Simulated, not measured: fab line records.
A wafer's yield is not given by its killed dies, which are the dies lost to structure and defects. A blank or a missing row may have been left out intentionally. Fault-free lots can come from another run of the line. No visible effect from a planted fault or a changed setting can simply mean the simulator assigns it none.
fab line records -- flow n5Finfet
record lots=7, wafers=21
route steps=1938 shown DUMMY_GATE@224 SD_EPI_N@267 SDB@369 MOL_CONTACT_COAG@532 BEOL_M0_SAQP@672
startH: hours from the record's first day to the start of the lot's first wafer shown -- waitH: hours since the lot's step before -- " as in the row above -- L1.1+2: a single row standing in for several wafers -- - no value, or no start was given -- * or withheld: withheld -- < > ~ a bound
route shown NAME@n: names a module that has steps shown in the file, with the first one's number in the route -- usual: mean/standard deviation of fault-free wafers -- same: alike in all rows -- chamber/n: place in a boat -- sites: each site's reading -- _std_site: standard deviation across them -- _edge_site: mean of outer sites minus mean of inner sites -- radiusMm: how far each site lies from the wafer's centre -- mask NAME#n: copy n -- behind: the tool/chamber that last shaped the wafer -- hold: cause of the lot's hold/its duration in hours/its outcome -- device: which transistor (n, p or np) failed to switch -- end of line: tests run on the same wafers once the route is complete -- a step given without rows: its recipe and nothing more -- killed: dies lost to structure and defects at the first sort, not the wafer's yield -- map: shows each die of a wafer: x if killed, . if not, _ if none is there
set.NAME: the setting that was run; set.NAME@STEP: the one run at that earlier step -- model.NAME: the simulator's own value behind a step, which no gauge read
lots whose settings were changed on purpose; a table a step, a row a wafer
## steps
# step N5_DUMMY_GATE_COAT_28
# recipe resist=underlayer, tempC=205, timeS=60, spinRpm=1500, resistThkNm=10
lot.wafer,tool,chamber,startH,waitH,set.spinRpm,model.underlayer_of_DUMMY_GATE_COAT_28.thkNm
L075.1+5,lithoTrack-01,0,-,-,1635,9.6
L075.6,lithoTrack-01,0,-,-,1500,10
L078.3+6,lithoTrack-01,0,-,-,1648,9.6
L078.5,lithoTrack-01,0,-,-,1500,10
L079.2+4+6,lithoTrack-02,0,-,-,1500,10
L085.1+2,lithoTrack-01,0,-,-,1500,10
L085.3,lithoTrack-01,0,-,-,1599,9.6
L091.3,lithoTrack-02,0,-,-,1500,10
L091.4+5,lithoTrack-02,0,-,-,1402,10.4
L092.2+3+5,lithoTrack-01,0,-,-,1500,10
L093.3+5,lithoTrack-02,0,-,-,1500,10
L093.4,lithoTrack-02,0,-,-,1646,9.6
# step N5_DUMMY_GATE_COAT_09
# recipe resist=CAR-EUV, spinRpm=1500, resistThkNm=30
# step N5_DUMMY_GATE_EBR_11
# recipe solvent=PGMEA, ebrWidthMm=1.5
# step N5_DUMMY_GATE_ETCH_31
# recipe chemistry=C4F6/O2, target=SiO2, maskMaterial=SOC, targetDepthA=825, timeS=27.5, ionEnergyEv=250, pressureMtorr=30, sourceW=345, biasW=185, Ar_flow_sccm=300, C4F6_flow_sccm=10, O2_flow_sccm=10
# step N5_DUMMY_GATE_STRIP_41
# recipe chemistry=O2, powerW=400, tempC=40, pressureMtorr=30, rfFrequencyHz=6e+07, biasPowerW=0, overashFraction=0.3, o2FlowSccm=225
# step N5_DUMMY_GATE_HM_OPEN_21
# recipe chemistry=CH3F/O2, target=SiNx, targetDepthA=1200, Ar_flow_sccm=150, CH3F_flow_sccm=30, O2_flow_sccm=23, timeS=171.4, pressureMtorr=30, sourceW=395, biasW=73, ionEnergyEv=120.7
lot.wafer,tool,chamber,startH,waitH,set.timeS@DUMMY_GATE_PECVD_30,model.SiO2_of_DUMMY_GATE_PECVD_30.thkNm
L075.1,rieDiel-01,3,52.87,0.0,10.8,43.8
L075.5,rieDiel-01,0,52.87,0.0,10.8,44.8
L075.6,rieDiel-01,1,52.87,0.0,10.8,46.4
L078.3,rieDiel-04,3,73.40,0.0,9.895,41.2
L078.5,rieDiel-04,2,73.40,0.0,9.895,39.4
L078.6,rieDiel-04,1,73.40,0.0,10.8,45
L079.2,rieDiel-03,2,76.44,0.0,10.8,44.8
L079.4,rieDiel-03,3,76.44,0.0,10.8,44.6
L079.6,rieDiel-03,1,76.44,0.0,10.8,46.4
L085.1,rieDiel-04,2,118.73,0.0,10.8,44.8
L085.2+3,rieDiel-04,"3,1",118.73,0.0,10.8,45.6
L091.3,rieDiel-01,3,154.54,0.0,9.453,38.2
L091.4,rieDiel-01,3,154.54,0.0,10.8,46.2
L091.5,rieDiel-01,2,154.54,0.0,9.453,39.2
L092.2+3,rieDiel-03,"3,0",155.24,0.0,10.8,45.8
L092.5,rieDiel-03,0,155.24,0.0,10.8,45
L093.3,rieDiel-04,1,162.67,0.0,10.8,45.4
L093.4+5,rieDiel-04,0,162.67,0.0,10.33,43.8
# step N5_DUMMY_GATE_ETCH_32
# recipe chemistry=CF4, target=SiO2, targetDepthA=35, timeS=3.9, ionEnergyEv=350, pressureMtorr=10, icpW=800, biasW=400, cf4FlowSccm=80
# step N5_DUMMY_GATE_ETCH_23
# recipe chemistry=HBr/Cl2/O2, HBr_flow_sccm=150, Cl2_flow_sccm=80, O2_flow_sccm=12, biasW=102, targetDepthA=410, timeS=22.3, target=poly-Si, maskMaterial=SiO2, pressureMtorr=10, icpW=800
lot.wafer,tool,chamber,startH,waitH,set.timeS@DUMMY_GATE_PECVD_30,model.SiO2_of_DUMMY_GATE_PECVD_30.thkNm
L075.1,rieSi-02,2,53.06,0.0,10.8,37.6
L075.5,rieSi-02,1,53.06,0.0,10.8,38.6
L075.6,rieSi-02,0,53.06,0.0,10.8,40.4
L078.3,rieSi-05,1,73.59,0.0,9.895,35
L078.5,rieSi-05,1,73.59,0.0,9.895,33.4
L078.6,rieSi-05,2,73.59,0.0,10.8,39.2
L079.2,rieSi-02,3,76.63,0.0,10.8,38.8
L079.4,rieSi-02,2,76.63,0.0,10.8,38.4
L079.6,rieSi-02,3,76.63,0.0,10.8,40.4
L085.1,rieSi-05,0,118.93,0.0,10.8,38.8
L085.2+3,rieSi-05,"2,3",118.93,0.0,10.8,39.8
L091.3,rieSi-06,2,154.73,0.0,9.453,32
L091.4,rieSi-06,1,154.73,0.0,10.8,40.2
L091.5,rieSi-06,3,154.73,0.0,9.453,33
L092.2+3,rieSi-06,"1,0",155.43,0.0,10.8,39.8
L092.5,rieSi-06,0,155.43,0.0,10.8,39
L093.3,rieSi-02,3,162.86,0.0,10.8,39.2
L093.4,rieSi-02,2,162.86,0.0,10.33,37.8
L093.5,rieSi-02,1,162.86,0.0,10.33,37.6
# step N5_SD_EPI_N_EXPOSE_06
# recipe maskId=SD_N_BLK, na=1.35, sourceShape=conventional, sigmaOuter=0.8, polarization=unpolarized, targetCdNm=120, doseMj=39.75
lot.wafer,tool,chamber,startH,waitH,mask,set.doseMj
L075.1+6,arfiScanner-01,0,54.43,-,SD_N_BLK#0,38.08
L075.5,arfiScanner-01,0,54.43,-,SD_N_BLK#0,39.75
L078.3,arfiScanner-01,0,74.81,-,SD_N_BLK#0,41.86
L078.5+6,arfiScanner-01,0,74.81,-,SD_N_BLK#0,39.75
L079.2+4,arfiScanner-02,0,78.18,-,SD_N_BLK#0,40.79
L079.6,arfiScanner-02,0,78.18,-,SD_N_BLK#0,39.75
L085.1+2+3,arfiScanner-03,0,120.26,-,SD_N_BLK#0,39.75
L091.3+4,arfiScanner-02,0,156.07,-,SD_N_BLK#0,39.75
L091.5,arfiScanner-02,0,156.07,-,SD_N_BLK#0,40.93
L092.2+3+5,arfiScanner-03,0,156.78,-,SD_N_BLK#0,39.75
L093.3+5,arfiScanner-01,0,164.62,-,SD_N_BLK#0,38.01
L093.4,arfiScanner-01,0,164.62,-,SD_N_BLK#0,39.75
# step N5_SD_EPI_N_PEB_07
# recipe pebTempC=110, pebTimeS=60, resist=CAR-ArF-block
lot.wafer,tool,chamber,startH,waitH,set.pebTempC
L075.1+5+6,lithoTrack-03,0,54.49,0.1,110
L078.3,lithoTrack-05,0,74.85,0.0,111.9
L078.5+6,lithoTrack-05,0,74.85,0.0,110
L079.2+4+6,lithoTrack-03,0,78.23,0.0,110
L085.1+3,lithoTrack-02,0,120.31,0.1,113.2
L085.2,lithoTrack-02,0,120.31,0.1,110
L091.3,lithoTrack-03,0,156.12,0.0,110
L091.4+5,lithoTrack-03,0,156.12,0.0,112.4
L092.2+3+5,lithoTrack-05,0,156.83,0.0,110
L093.3+4,lithoTrack-03,0,164.67,0.0,110
L093.5,lithoTrack-03,0,164.67,0.0,113
# step N5_SD_EPI_N_DEVELOP_08
# recipe developTimeS=30, developer=TMAH, resist=CAR-ArF-block, devTempC=23, rinseLiquid=diw, dry=airSpin
# step N5_SD_EPI_N_CD_MEAS_09
# recipe targetCdNm=120, landingEnergyEv=500, detector=seInlens
# usual cdNm=119.3/0.67
lot.wafer,tool,chamber,startH,waitH,set.doseMj@SD_EPI_N_EXPOSE_06,set.pebTempC@SD_EPI_N_PEB_07,cdNm
L075.1,cdSem-02,0,54.56,-,38.08,110,117.2
L075.5,cdSem-02,0,54.56,-,39.75,110,119.4
L075.6,cdSem-02,0,54.56,-,38.08,110,116.4
L078.3,cdSem-01,0,74.92,-,41.86,111.9,127.8
L078.5,cdSem-01,0,74.92,-,39.75,110,119.8
L078.6,cdSem-01,0,74.92,-,39.75,110,119.6
L079.2,cdSem-02,0,78.30,-,40.79,110,120.5
L079.4,cdSem-02,0,78.30,-,40.79,110,120.8
L079.6,cdSem-02,0,78.30,-,39.75,110,118.6
L085.1,cdSem-02,0,120.38,-,39.75,113.2,127.2
L085.2,cdSem-02,0,120.38,-,39.75,110,119.2
L085.3,cdSem-02,0,120.38,-,39.75,113.2,126.7
L091.3,cdSem-02,0,156.19,-,39.75,110,120.2
L091.4,cdSem-02,0,156.19,-,39.75,112.4,125.5
L091.5,cdSem-02,0,156.19,-,40.93,112.4,127.8
L092.2,cdSem-03,0,156.90,-,39.75,110,119.8
L092.3,cdSem-03,0,156.90,-,39.75,110,120.4
L092.5,cdSem-03,0,156.90,-,39.75,110,119.6
L093.3,cdSem-01,0,164.74,-,38.01,110,116.6
L093.4,cdSem-01,0,164.74,-,39.75,110,119.5
L093.5,cdSem-01,0,164.74,-,38.01,113,123.5
# step N5_SD_EPI_N_DESCUM_14
# recipe chemistry=O2, timeS=7.9, sourcePowerW=50, biasPowerW=20, pressureMtorr=20, rfFrequencyHz=2.712e+07, tempC=40, resist=CAR-ArF-block, o2FlowSccm=225
lot.wafer,tool,chamber,startH,waitH,set.doseMj@SD_EPI_N_EXPOSE_06,set.pebTempC@SD_EPI_N_PEB_07,model.SD_EPI_N.cdNm
L075.1,rieDiel-02,1,54.65,0.0,38.08,110,117.4
L075.5,rieDiel-02,1,54.65,0.0,39.75,110,119.8
L075.6,rieDiel-02,0,54.65,0.0,38.08,110,116.4
L078.3,rieDiel-02,1,75.15,0.2,41.86,111.9,128.2
L078.5,rieDiel-02,1,75.15,0.2,39.75,110,119.8
L078.6,rieDiel-02,3,75.15,0.2,39.75,110,119.4
L079.2+4,rieDiel-02,"0,3",78.39,0.0,40.79,110,121
L079.6,rieDiel-02,0,78.39,0.0,39.75,110,118.8
L085.1,rieDiel-06,2,120.47,0.0,39.75,113.2,127
L085.2,rieDiel-06,1,120.47,0.0,39.75,110,118.8
L085.3,rieDiel-06,3,120.47,0.0,39.75,113.2,126.6
L091.3,rieDiel-05,1,156.29,0.1,39.75,110,120
L091.4,rieDiel-05,3,156.29,0.1,39.75,112.4,125.6
L091.5,rieDiel-05,2,156.29,0.1,40.93,112.4,127.8
L092.2,rieDiel-05,1,157.02,0.1,39.75,110,119.8
L092.3,rieDiel-05,0,157.02,0.1,39.75,110,120.4
L092.5,rieDiel-05,0,157.02,0.1,39.75,110,119.6
L093.3,rieDiel-02,3,164.82,0.0,38.01,110,116.6
L093.4,rieDiel-02,1,164.82,0.0,39.75,110,119.6
L093.5,rieDiel-02,2,164.82,0.0,38.01,113,123.4
# step N5_SD_EPI_N_ETCH_34
# recipe chemistry=CF4, target=SiARC, targetDepthA=455, maskMaterial=CAR-ArF-block, timeS=75.8, ionEnergyEv=80, pressureMtorr=40, sourceW=545, biasW=36, Ar_flow_sccm=100, cf4FlowSccm=100, ends=cleared
lot.wafer,tool,chamber,startH,waitH,set.doseMj@SD_EPI_N_EXPOSE_06,set.pebTempC@SD_EPI_N_PEB_07,model.SD_EPI_N.cdNm
L075.1,rieDiel-02,1,54.68,0.0,38.08,110,117.4
L075.5,rieDiel-02,1,54.68,0.0,39.75,110,119.6
L075.6,rieDiel-02,0,54.68,0.0,38.08,110,116.4
L078.3,rieDiel-02,1,75.19,0.0,41.86,111.9,128.2
L078.5,rieDiel-02,1,75.19,0.0,39.75,110,120
L078.6,rieDiel-02,3,75.19,0.0,39.75,110,119.6
L079.2,rieDiel-02,0,78.42,0.0,40.79,110,121.2
L079.4,rieDiel-02,3,78.42,0.0,40.79,110,121
L079.6,rieDiel-02,0,78.42,0.0,39.75,110,119
L085.1,rieDiel-06,2,120.50,0.0,39.75,113.2,127.2
L085.2,rieDiel-06,1,120.50,0.0,39.75,110,118.8
L085.3,rieDiel-06,3,120.50,0.0,39.75,113.2,126.6
L091.3,rieDiel-05,1,156.33,0.0,39.75,110,119.8
L091.4,rieDiel-05,3,156.33,0.0,39.75,112.4,125.4
L091.5,rieDiel-05,2,156.33,0.0,40.93,112.4,127.6
L092.2+5,rieDiel-05,"1,0",157.06,0.0,39.75,110,119.8
L092.3,rieDiel-05,0,157.06,0.0,39.75,110,120.4
L093.3,rieDiel-02,3,164.86,0.0,38.01,110,116.8
L093.4,rieDiel-02,1,164.86,0.0,39.75,110,119.8
L093.5,rieDiel-02,2,164.86,0.0,38.01,113,123.4
# step N5_SD_EPI_N_ETCH_35
# recipe chemistry=N2/H2, target=SOC, overetchA=1080, maskMaterial=SiARC, tempC=40, ionEnergyEv=100, sourceW=3000, biasW=133, pressureMtorr=20, timeS=486, n2FlowSccm=200, h2FlowSccm=200
lot.wafer,tool,chamber,startH,waitH,set.pebTempC@SD_EPI_N_PEB_07,model.SD_EPI_N.cdNm
L075.1,rieDiel-02,1,54.74,0.0,110,117.2
L075.5,rieDiel-02,1,54.74,0.0,110,119
L075.6,rieDiel-02,0,54.74,0.0,110,118.4
L078.3,rieDiel-02,1,75.24,0.0,111.9,127.8
L078.5,rieDiel-02,1,75.24,0.0,110,119.6
L078.6,rieDiel-02,3,75.24,0.0,110,119
L079.2,rieDiel-02,0,78.48,0.0,110,121.6
L079.4,rieDiel-02,3,78.48,0.0,110,119.6
L079.6,rieDiel-02,0,78.48,0.0,110,120
L085.1+3,rieDiel-06,"2,3",120.56,0.0,113.2,126.6
L085.2,rieDiel-06,1,120.56,0.0,110,119.2
L091.3,rieDiel-05,1,156.38,0.0,110,121.2
L091.4,rieDiel-05,3,156.38,0.0,112.4,124.6
L091.5,rieDiel-05,2,156.38,0.0,112.4,126.6
L092.2,rieDiel-05,1,157.11,0.0,110,121
L092.3,rieDiel-05,0,157.11,0.0,110,118.4
L092.5,rieDiel-05,0,157.11,0.0,110,118
L093.3,rieDiel-02,3,164.91,0.0,110,117
L093.4,rieDiel-02,1,164.91,0.0,110,120
L093.5,rieDiel-02,2,164.91,0.0,113,122.6
# step N5_SD_EPI_N_STRIP_36
# recipe chemistry=N2/H2, tempC=40, n2FlowSccm=200, h2FlowSccm=200, rfFrequencyHz=6e+07
# step N5_SD_EPI_N_ETCHBACK_44
# recipe chemistry=CH3F/O2, mode=anisotropicEtchback, target=SiNx, targetDepthA=145, stopOn=SiO2, overEtchFrac=0.3, ionEnergyEv=120, pressureMtorr=30, sourceW=395, biasW=73, Ar_flow_sccm=150, CH3F_flow_sccm=30, O2_flow_sccm=20
lot.wafer,tool,chamber,startH,waitH,set.pebTempC@SD_EPI_N_PEB_07,model.SD_EPI_N.cdNm
L075.1,rieDiel-02,1,55.06,0.0,110,117
L075.5,rieDiel-02,1,55.06,0.0,110,119
L075.6,rieDiel-02,0,55.06,0.0,110,118.4
L078.3,rieDiel-02,1,75.57,0.0,111.9,127.8
L078.5,rieDiel-02,1,75.57,0.0,110,119.6
L078.6,rieDiel-02,3,75.57,0.0,110,119
L079.2,rieDiel-02,0,78.80,0.0,110,121.6
L079.4,rieDiel-02,3,78.80,0.0,110,119.8
L079.6,rieDiel-02,0,78.80,0.0,110,120
L085.1+3,rieDiel-06,"2,3",120.88,0.0,113.2,126.6
L085.2,rieDiel-06,1,120.88,0.0,110,119
L091.3,rieDiel-05,1,156.71,0.0,110,121.2
L091.4,rieDiel-05,3,156.71,0.0,112.4,124.6
L091.5,rieDiel-05,2,156.71,0.0,112.4,126.6
L092.2,rieDiel-05,1,157.44,0.0,110,121
L092.3,rieDiel-05,0,157.44,0.0,110,118.4
L092.5,rieDiel-05,0,157.44,0.0,110,117.8
L093.3,rieDiel-02,3,165.24,0.0,110,117
L093.4,rieDiel-02,1,165.24,0.0,110,120
L093.5,rieDiel-02,2,165.24,0.0,113,122.8
# step N5_SDB_CUT_ETCH_26
# recipe chemistry=HBr/Cl2/O2, target=Si, targetDepthA=1296, btTimeS=20, maskMaterial=SiNx, timeS=51.8, ionEnergyEv=*, biasW=*, pressureMtorr=10, icpW=800, HBr_flow_sccm=150, Cl2_flow_sccm=80, O2_flow_sccm=12
lot.wafer,tool,chamber,startH,waitH,set.biasW,model.etch.depthNm,model.SDB.featureDepthNm,model.SiNx_of_SDB_HM_DEP_00.thkNm
L075.1+6,rieSi-01,"0,3",71.00,0.1,*,127.7,127.8,23
L075.5,rieSi-01,0,71.00,0.1,*,128.7,128.8,23.2
L078.3,rieSi-03,3,93.48,0.1,*,127.3,127.2,22
L078.5,rieSi-03,1,93.48,0.1,*,136.1,136.2,19.6
L078.6,rieSi-03,2,93.48,0.1,*,127.5,127.6,22
L079.2,rieSi-03,2,95.47,0.1,*,128.6,128.6,22
L079.4,rieSi-03,3,95.47,0.1,*,127.4,127.4,22.8
L079.6,rieSi-03,2,95.47,0.1,*,130.7,130.8,21.4
L085.1,rieSi-04,2,138.74,0.1,*,129.1,129.2,21.6
L085.2,rieSi-04,0,138.74,0.1,*,126.3,126.2,22
L085.3,rieSi-04,1,138.74,0.1,*,129.3,129.2,22
L091.3,rieSi-04,3,172.84,0.1,*,129.7,129.6,21.4
L091.4,rieSi-04,1,172.84,0.1,*,124.2,124.2,24.8
L091.5,rieSi-04,2,172.84,0.1,*,129,129,22.2
L092.2,rieSi-04,2,176.22,0.1,*,129.7,129.8,22.4
L092.3,rieSi-04,1,176.22,0.1,*,128.3,128.2,22.4
L092.5,rieSi-04,3,176.22,0.1,*,130.1,130.2,22.2
L093.3,rieSi-04,3,183.48,0.1,*,125.2,125.2,23.6
L093.4,rieSi-04,2,183.48,0.1,*,128.2,128.2,23
L093.5,rieSi-04,0,183.48,0.1,*,123.1,123.2,24.2
# step N5_MOL_CONTACT_COAG_ETCH_106
# recipe chemistry=N2/H2, target=SOC, targetDepthA=800, overetchA=160, maskMaterial=SiARC, tempC=40, timeS=120, ionEnergyEv=200, pressureMtorr=30, sourceW=840, biasW=150, n2FlowSccm=200, h2FlowSccm=200
# usual rfVppV=524.6/2.6
lot.wafer,tool,chamber,startH,waitH,set.sourceW,rfVppV
L075.1,rieDiel-06,0,91.55,0.0,840,528.5
L075.5,rieDiel-06,3,91.55,0.0,746.9,548.1
L075.6,rieDiel-06,0,91.55,0.0,746.9,549.2
L078.3,rieDiel-06,0,114.27,0.0,840,529.0
L078.5,rieDiel-06,0,114.27,0.0,840,526.7
L078.6,rieDiel-06,3,114.27,0.0,939.7,508.1
L079.2,rieDiel-02,3,116.75,0.0,779.1,536.7
L079.4,rieDiel-02,2,116.75,0.0,840,528.5
L079.6,rieDiel-02,2,116.75,0.0,779.1,542.0
L085.1,rieDiel-06,3,159.21,0.0,880.9,517.8
L085.2,rieDiel-06,0,159.21,0.0,880.9,519.6
L085.3,rieDiel-06,2,159.21,0.0,840,520.2
L091.3,rieDiel-02,1,196.39,0.0,982.4,499.5
L091.4,rieDiel-02,0,196.39,0.0,840,523.3
L091.5,rieDiel-02,2,196.39,0.0,840,528.5
L092.2,rieDiel-02,3,197.45,0.0,840,524.8
L092.3,rieDiel-02,2,197.45,0.0,840,527.2
L092.5,rieDiel-02,3,197.45,0.0,840,524.5
L093.3,rieDiel-02,1,204.81,0.0,689.2,560.7
L093.4,rieDiel-02,3,204.81,0.0,689.2,560.2
L093.5,rieDiel-02,0,204.81,0.0,840,522.4
# step N5_MOL_CONTACT_COAG_ALD_133
# recipe material=SiO2, targetThkA=50, tempC=100, aldPrecursorFamily=BDEAS, aldCoReactant=O2-plasma, pulseTimeS=1, coReactantPulseTimeS=1, purgeTimeS=2, coReactantPurgeTimeS=2, aldCycles=35, pressureTorr=2
lot.wafer,tool,chamber,startH,waitH,set.aldCycles,model.SiO2_of_MOL_CONTACT_COAG_ALD_133.thkNm
L075.1,aldSin-03,2,103.08,0.1,29,4.2
L075.5+6,aldSin-03,"0,1",103.08,0.1,35,5
L078.3,aldSin-01,3,126.92,0.1,35,5
L078.5+6,aldSin-01,"2,3",126.92,0.1,34,4.8
L079.2,aldSin-04,0,127.20,0.1,32,4.6
L079.4+6,aldSin-04,"0,3",127.20,0.1,35,5
L085.1+3,aldSin-04,"2,3",171.54,0.1,31,4.4
L085.2,aldSin-04,1,171.54,0.1,35,5
L091.3+5,aldSin-01,"2,1",208.84,0.1,35,5
L091.4,aldSin-01,3,208.84,0.1,40,5.6
L092.2+3+5,aldSin-03,"1,0,3",210.31,1.1,35,5
L093.3+5,aldSin-03,"0,1",218.72,0.1,35,5
L093.4,aldSin-03,2,218.72,0.1,38,5.4
# step N5_BEOL_M0_SAQP_ETCH_106
# recipe chemistry=N2/H2, target=SOC, targetDepthA=1500, stopOn=SiNx, ionEnergyEv=100, biasW=61, pressureMtorr=30, sourceW=850, n2FlowSccm=200, h2FlowSccm=200
lot.wafer,tool,chamber,startH,waitH,set.targetDepthA,model.SOC_of_BEOL_M0_SAQP_COAT_105.thkNm
L075.1,rieDiel-04,3,113.12,-,1500,23.2
L075.5,rieDiel-04,2,113.12,-,1500,24.2
L075.6,rieDiel-04,3,113.12,-,1647,14.8
L078.3,rieDiel-04,1,135.54,-,1609,17.8
L078.5,rieDiel-04,3,135.54,-,1500,22.2
L078.6,rieDiel-04,2,135.54,-,1609,18.4
L079.2,rieDiel-04,2,140.45,-,1397,30.2
L079.4,rieDiel-04,3,140.45,-,1500,22.8
L079.6,rieDiel-04,0,140.45,-,1397,28
L085.1,rieDiel-03,2,186.73,-,1500,21.2
L085.2,rieDiel-03,0,186.73,-,1500,23.8
L085.3,rieDiel-03,1,186.73,-,1500,24
L091.3,rieDiel-01,2,218.34,-,1500,25
L091.4,rieDiel-01,0,218.34,-,1500,26.6
L091.5,rieDiel-01,2,218.34,-,1500,25.4
L092.2,rieDiel-03,2,223.99,-,1500,22.2
L092.3,rieDiel-03,3,223.99,-,1500,25
L092.5,rieDiel-03,3,223.99,-,1500,25.8
L093.3,rieDiel-01,3,229.99,-,1500,24.6
L093.4,rieDiel-01,1,229.99,-,1500,22.4
L093.5,rieDiel-01,2,229.99,-,1595,19.4
# step N5_BEOL_M0_SAQP_ETCH_107
# recipe chemistry=CH3F/O2, target=SiNx, targetDepthA=300, maskMaterial=SOC, pressureMtorr=30, sourceW=395, biasW=73, Ar_flow_sccm=150, CH3F_flow_sccm=30, O2_flow_sccm=20, ionEnergyEv=120
lot.wafer,tool,chamber,startH,waitH,set.targetDepthA@BEOL_M0_SAQP_ETCH_106,model.SOC_of_BEOL_M0_SAQP_COAT_105.thkNm
L075.1,rieDiel-04,3,113.18,0.0,1500,12.2
L075.5,rieDiel-04,2,113.18,0.0,1500,13.4
L075.6,rieDiel-04,3,113.18,0.0,1647,4
L078.3,rieDiel-04,1,135.60,0.0,1609,6.8
L078.5,rieDiel-04,3,135.60,0.0,1500,11
L078.6,rieDiel-04,2,135.60,0.0,1609,7.4
L079.2,rieDiel-04,2,140.51,0.0,1397,19.2
L079.4,rieDiel-04,3,140.51,0.0,1500,11.8
L079.6,rieDiel-04,0,140.51,0.0,1397,17.2
L085.1,rieDiel-03,2,186.79,0.0,1500,10
L085.2,rieDiel-03,0,186.79,0.0,1500,13
L085.3,rieDiel-03,1,186.79,0.0,1500,13.4
L091.3,rieDiel-01,2,218.40,0.0,1500,14.4
L091.4,rieDiel-01,0,218.40,0.0,1500,16
L091.5,rieDiel-01,2,218.40,0.0,1500,14.8
L092.2,rieDiel-03,2,224.05,0.0,1500,11
L092.3,rieDiel-03,3,224.05,0.0,1500,14.2
L092.5,rieDiel-03,3,224.05,0.0,1500,15
L093.3,rieDiel-01,3,230.05,0.0,1500,13.8
L093.4,rieDiel-01,1,230.05,0.0,1500,11.4
L093.5,rieDiel-01,2,230.05,0.0,1595,8.6
## key
split step=N5_DUMMY_GATE_COAT_28, setting=spinRpm, stated=1500, by=wafer
response step=N5_DUMMY_GATE_COAT_28, reading=model.underlayer_of_DUMMY_GATE_COAT_28.thkNm, change=-0.0465, per=1%, r=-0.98
split step=N5_SD_EPI_N_EXPOSE_06, setting=doseMj, stated=39.75, by=wafer
response step=N5_SD_EPI_N_CD_MEAS_09, reading=cdNm, slope=+0.681, per=1%, togetherWith=pebTempC@SD_EPI_N_PEB_07, explained=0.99
response step=N5_SD_EPI_N_DESCUM_14, reading=model.SD_EPI_N.cdNm, slope=+0.74, per=1%, togetherWith=pebTempC@SD_EPI_N_PEB_07, explained=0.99
response step=N5_SD_EPI_N_ETCH_34, reading=model.SD_EPI_N.cdNm, slope=+0.72, per=1%, togetherWith=pebTempC@SD_EPI_N_PEB_07, explained=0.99
split step=N5_SD_EPI_N_PEB_07, setting=pebTempC, stated=110, by=wafer
response step=N5_SD_EPI_N_CD_MEAS_09, reading=cdNm, change=+2.76, per=1%, r=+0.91
response step=N5_SD_EPI_N_DESCUM_14, reading=model.SD_EPI_N.cdNm, change=+2.84, per=1%, r=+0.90
response step=N5_SD_EPI_N_ETCH_35, reading=model.SD_EPI_N.cdNm, change=+2.41, per=1%, r=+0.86
response step=N5_SD_EPI_N_ETCHBACK_44, reading=model.SD_EPI_N.cdNm, change=+2.46, per=1%, r=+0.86
response step=N5_SD_EPI_N_ETCH_34, reading=model.SD_EPI_N.cdNm, slope=+2.62, per=1%, togetherWith=doseMj@SD_EPI_N_EXPOSE_06, explained=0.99
split step=N5_SDB_CUT_ETCH_26, setting=biasW, stated=*, by=wafer
response step=N5_SDB_CUT_ETCH_26, reading=model.etch.depthNm, change=+0.397, per=1%, r=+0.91
response step=N5_SDB_CUT_ETCH_26, reading=model.SDB.featureDepthNm, change=+0.399, per=1%, r=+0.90
response step=N5_SDB_CUT_ETCH_26, reading=model.SiNx_of_SDB_HM_DEP_00.thkNm, change=-0.14, per=1%, r=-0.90
split step=N5_MOL_CONTACT_COAG_ETCH_106, setting=sourceW, stated=840, by=wafer
response step=N5_MOL_CONTACT_COAG_ETCH_106, reading=rfVppV, change=-1.76, per=1%, r=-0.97
split step=N5_MOL_CONTACT_COAG_ALD_133, setting=aldCycles, stated=35, by=wafer
response step=N5_MOL_CONTACT_COAG_ALD_133, reading=model.SiO2_of_MOL_CONTACT_COAG_ALD_133.thkNm, change=+0.0467, per=1%, r=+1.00
split step=N5_BEOL_M0_SAQP_ETCH_106, setting=targetDepthA, stated=1500, by=wafer
response step=N5_BEOL_M0_SAQP_ETCH_106, reading=model.SOC_of_BEOL_M0_SAQP_COAT_105.thkNm, change=-0.789, per=1%, r=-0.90
response step=N5_BEOL_M0_SAQP_ETCH_107, reading=model.SOC_of_BEOL_M0_SAQP_COAT_105.thkNm, change=-0.779, per=1%, r=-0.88
split outsideThisFile step=N5_DUMMY_GATE_PECVD_30 setting=timeS
# split outsideThisFile: this setting was split too, and the file shows its column; the key of that split is in another file
